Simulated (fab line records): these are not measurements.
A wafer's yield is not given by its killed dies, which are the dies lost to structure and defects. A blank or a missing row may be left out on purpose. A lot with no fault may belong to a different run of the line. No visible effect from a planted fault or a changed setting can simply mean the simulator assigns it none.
Problem report in the 8D (eight disciplines) form, filled by code ; flow nand_harc ; the parts of the form that need people (team, actions taken, sign-off) are left out

1. PROBLEM STATEMENT
rf_fwd_power_W at NHARC_A_STAIRCASE_ETCH_192 reads a mean of 494.0 W on 6 wafers of 2 lots; wafers without a fault read 591.1 W with a standard deviation of 2.8. Measured from the usual mean, that is -35 standard deviations.
The step: etches the open film in C4F8/O2, target depth 100 nm, time 40.5 s.
Earliest sighting: wafer L923.1 on rie_diel-04 at day 20 13:35. The record has a number at this step for 33 wafers belonging to 11 lots. Rule for "out" (also "out of limits"): further than 4 standard deviations from the usual mean. Any other wafer with a number is counted as sound.

2. WHAT THIS IS AND IS NOT
question;is;is not
which readings at this step;rf_fwd_power_W, oes_product_au;chamber_pressure_mTorr, rf_vpp_V
which lots;L923, L925;L912, L916, L922, L927, L929, L931, L932, L933, L934
which wafers of those lots;all that have a number;-
read on which tools;rie_diel-04;rie_diel-01, rie_diel-12
when;from day 20 13:35;"up to then (6 sound wafers); but 21 sound wafers of L922, L927, L929, L931, L932, L933, L934 came after"

3. WHAT RULES OUT EACH SUSPECT
Counting: a tool at any process step up to the reading remains a suspect when it ran all the lots that are out and ran no sound lot after the first of those.
- rie_diel-12 at NHARC_A_STAIRCASE_TRIM_26 (chemistry O2, time 211.2 s): ruled out as a lasting fault. The sound lots L927, L929, L932 went through it after L923, its earliest lot that is out (day 20 13:35). With no start given for some of its lots, NHARC_A_STAIRCASE_TRIM_26 uses the hours and lot order of NHARC_A_STAIRCASE_ETCH_192.
- rie_diel-04 at NHARC_A_STAIRCASE_ETCH_192 (etches the open film in C4F8/O2, target depth 100 nm, time 40.5 s): ruled out as a lasting fault. The sound lots L932 went through it after L923, its earliest lot that is out (day 20 13:35).
Left after counting: nothing in the record.

4. THE CAUSE (what the simulator had put in)
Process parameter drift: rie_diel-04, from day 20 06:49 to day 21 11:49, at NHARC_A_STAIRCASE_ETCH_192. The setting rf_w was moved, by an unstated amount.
Counting ruled it out, wrongly.

5. SEQUENCE OF EFFECTS, ordered by route
Each row: a reading where the mean over the struck wafers with a number is more than 3 standard deviations away from the usual. Only readings whose record carries a usual standard deviation are examined. hours: median over the lots of the time between each lot's start at the first step of this table that gives one and its start at this step. sigmas: the change, counted in usual standard deviations.
hours;step;reading;usual;on struck wafers;change;sigmas
0;NHARC_A_STAIRCASE_ETCH_192;oes_product_au;0.947 a.u.;0.852;-0.095;-7.9
0;NHARC_A_STAIRCASE_ETCH_192;rf_fwd_power_W;591.1 W;494.0;-97.1;-35
The process steps in it:
- NHARC_A_STAIRCASE_ETCH_192: etches the open film in C4F8/O2, target depth 100 nm, time 40.5 s.
Later steps that measure or inspect, where all struck wafers having a row at the step show a number for every such reading and not one has moved that far: NHARC_END_SORT_01.

6. WHAT WOULD HAVE CAUGHT IT SOONER
In this record the first reading out of limits was taken at day 20 13:35, 7 hours after the fault began at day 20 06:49.
